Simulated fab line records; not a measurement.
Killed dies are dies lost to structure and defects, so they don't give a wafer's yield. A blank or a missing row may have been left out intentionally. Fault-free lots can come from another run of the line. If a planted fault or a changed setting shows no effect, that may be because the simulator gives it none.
Lot-split experiment    flow n5Finfet    21 wafers read across 7 lots, on a route 1938 steps long

THE SPLIT ITSELF
At N5_MOL_CONTACT_COAG_CVD_140 (deposits W, target thk 66.5 nm, time 215 s), the setting targetThkA was moved away from the recipe's 665 angstrom on 5 of the 21 wafers read, by -7.9% to +12.0%. This setting was run at the recipe's value on the other wafers.

Reading taken at the split's own step.

THE READING
W_of_MOL_CONTACT_COAG_CVD_140.thkNm (the simulator's own value, which no gauge read), in nm, at N5_MOL_CONTACT_COAG_CVD_140 (deposits W, target thk 66.5 nm, time 215 s). There is no usual value for it anywhere in the file. Average 66.3 nm, standard deviation 0.75 nm, over the 16 wafers here run with the recipe.

wafer   tool, chamber at the split  targetThkA as run, angstrom  against the recipe  W_of_MOL_CONTACT_COAG_CVD_140.thkNm, nm  against lot-mates on the recipe
L074.1  cvdW-01, 0                  665                          recipe              65.2                                     -
L074.2  cvdW-01, 1                  714.1                        +7.4%               70.6                                     +5.3
L074.3  cvdW-01, 1                  665                          recipe              65.4                                     -
L079.3  cvdW-01, 0                  665                          recipe              66                                       -
L079.5  cvdW-01, 1                  744.5                        +12.0%              75                                       +9.1
L079.6  cvdW-01, 0                  665                          recipe              65.8                                     -
L084.1  cvdW-02, 1                  665                          recipe              68                                       -
L084.2  cvdW-02, 1                  665                          recipe              67.4                                     -
L084.5  cvdW-02, 1                  612.7                        -7.9%               62.4                                     -5.3
L087.3  cvdW-01, 1                  665                          recipe              65.8                                     -
L087.5  cvdW-01, 1                  665                          recipe              65.6                                     -
L087.6  cvdW-01, 1                  665                          recipe              66.4                                     -
L088.1  cvdW-01, 1                  665                          recipe              66.4                                     -
L088.2  cvdW-01, 1                  665                          recipe              66.4                                     -
L088.3  cvdW-01, 1                  635.4                        -4.5%               63.2                                     -3.2
L092.4  cvdW-01, 1                  665                          recipe              66.8                                     -
L092.5  cvdW-01, 0                  691                          +3.9%               67.8                                     +1.4
L092.6  cvdW-01, 1                  665                          recipe              66                                       -
L095.2  cvdW-02, 1                  665                          recipe              67.4                                     -
L095.3  cvdW-02, 0                  665                          recipe              66                                       -
L095.6  cvdW-02, 1                  665                          recipe              66.8                                     -

FIT RESULTS
A straight line over all 21 wafers: W_of_MOL_CONTACT_COAG_CVD_140.thkNm changes by +0.63 nm for each +1% of targetThkA; r = +0.95; the points scatter about the line by 0.82 nm.
The same after taking each lot's own level away (the mean of its wafers on the recipe; 21 wafers): +0.712 nm for each +1%; r = +0.99; scatter 0.47 nm.
According to that fit, moving targetThkA by its largest amount changes the reading by 8.5 nm.
From 65.30 to 67.70 nm: that is the span of the lots' own levels, equal to 3.2 times the standard deviation above.
Thus the slope moves with the lot-to-lot level: the two fits are different.
Check: with one of the wafers moved furthest among these (+12.0%) left out of the fit, the line predicts +7.87 nm for it against its lot-mates. It came out at +9.1 nm against them.

OTHER SPLITS ON THESE WAFERS
Other splits were also applied to these wafers ahead of the reading. Each is held against what the fit with the lots' levels taken away leaves over:
other split on the same wafers                 wafers away from the commonest value  r with W_of_MOL_CONTACT_COAG_CVD_140.thkNm (lot level and that fit taken away)
N5_MOL_CONTACT_COAG_ETCHBACK_136 targetDepthA  6                                     -0.21

FILE'S OWN FIT
W_of_MOL_CONTACT_COAG_CVD_140.thkNm changes by +0.711 nm for each +1% of targetThkA, r = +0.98.
